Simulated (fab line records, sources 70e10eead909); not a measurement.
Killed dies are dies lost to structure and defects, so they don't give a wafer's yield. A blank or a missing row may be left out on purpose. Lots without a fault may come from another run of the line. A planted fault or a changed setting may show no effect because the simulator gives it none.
Which tool did it? | flow nand_harc | 6 lots, 18 wafers sampled, at 5 steps of a route of 1159

WHAT THE GAUGES READ, wafer by wafer
NHARC_END_SORT_01.
lot  | measured     | on        | killed_at_array
L823 | day 22 07:11 | prober-02 | 673 674 676

WHICH TOOL RAN EACH LOT (tool, then ch and the chambers of the sampled wafers, then the start)
lot  | NHARC_A_CHANNEL_FILL_D1_ALD_15                 | NHARC_A_CHANNEL_FILL_D1_ETCHBACK_19 | NHARC_A_CHANNEL_FILL_D1_CMP_10 | NHARC_A_STAIRCASE_DEP_156
L813 | ald_sin_batch-02 ch 0, day 10 04:57 or earlier | rie_si-06 ch 0,1,2, day 10 04:57    | cmp-01 ch 0,1,3, day 11 04:20  | pecvd-02 ch 0,1,2, day 11 05:17
L817 | ald_sin_batch-02 ch 0, day 11 15:13 or earlier | rie_si-05 ch 0,1, day 11 15:13      | cmp-02 ch 0,1,2, day 12 14:29  | pecvd-01 ch 1,2, day 12 15:08
L819 | ald_sin_batch-02 ch 0, day 11 20:32 or earlier | rie_si-05 ch 1,3, day 11 20:32      | cmp-02 ch 1,2,3, day 12 19:55  | pecvd-02 ch 1,2, day 12 20:35
L823 | ald_sin_batch-01 ch 0, day 12 17:26 or earlier | rie_si-03 ch 2,3, day 12 17:26      | cmp-01 ch 0,1,3, day 13 17:05  | -
L830 | ald_sin_batch-01 ch 0, day 14 03:01 or earlier | rie_si-05 ch 0,1,3, day 14 03:01    | cmp-04 ch 0,1,3, day 15 02:37  | pecvd-04 ch 0,1,2, day 15 03:31
L832 | ald_sin_batch-03 ch 0, day 13 23:34            | rie_si-05 ch 0,1,2, day 14 16:48    | cmp-02 ch 1,3, day 15 16:11    | pecvd-04 ch 0,1,2, day 15 17:05
- NHARC_A_CHANNEL_FILL_D1_ALD_15: deposits SiNx, target thk 2 nm, pulse time 60 s, ald cycles 19.
- NHARC_A_CHANNEL_FILL_D1_ETCHBACK_19: etches the open film in HBr/Cl2, target depth 5 nm, time 1.7 s.
- NHARC_A_CHANNEL_FILL_D1_CMP_10: polishes, target thk 150 nm.
- NHARC_A_STAIRCASE_DEP_156: deposits SiNx, target thk 50 nm.

THE ANSWER, worked out from the rows above alone
Rule: what is usual is taken from the lots themselves. Put in order of their means at a reading, lots are off if they are a third of the lots or fewer, leave a main group of 4 or more, and stand apart from it by a gap of 3 or more times the standard deviation of the main group's means; of several such gaps the widest counts. A main group whose means are all the same, to the digits that the tables above print for the reading, isn't used. A lot without any number at a reading at which 4 lots or more have one is off too. The other lots that the step has rows for count as sound.
No lot is off at any reading shown: from this, nothing can be told.

WHAT THE SIMULATOR HAD PUT IN
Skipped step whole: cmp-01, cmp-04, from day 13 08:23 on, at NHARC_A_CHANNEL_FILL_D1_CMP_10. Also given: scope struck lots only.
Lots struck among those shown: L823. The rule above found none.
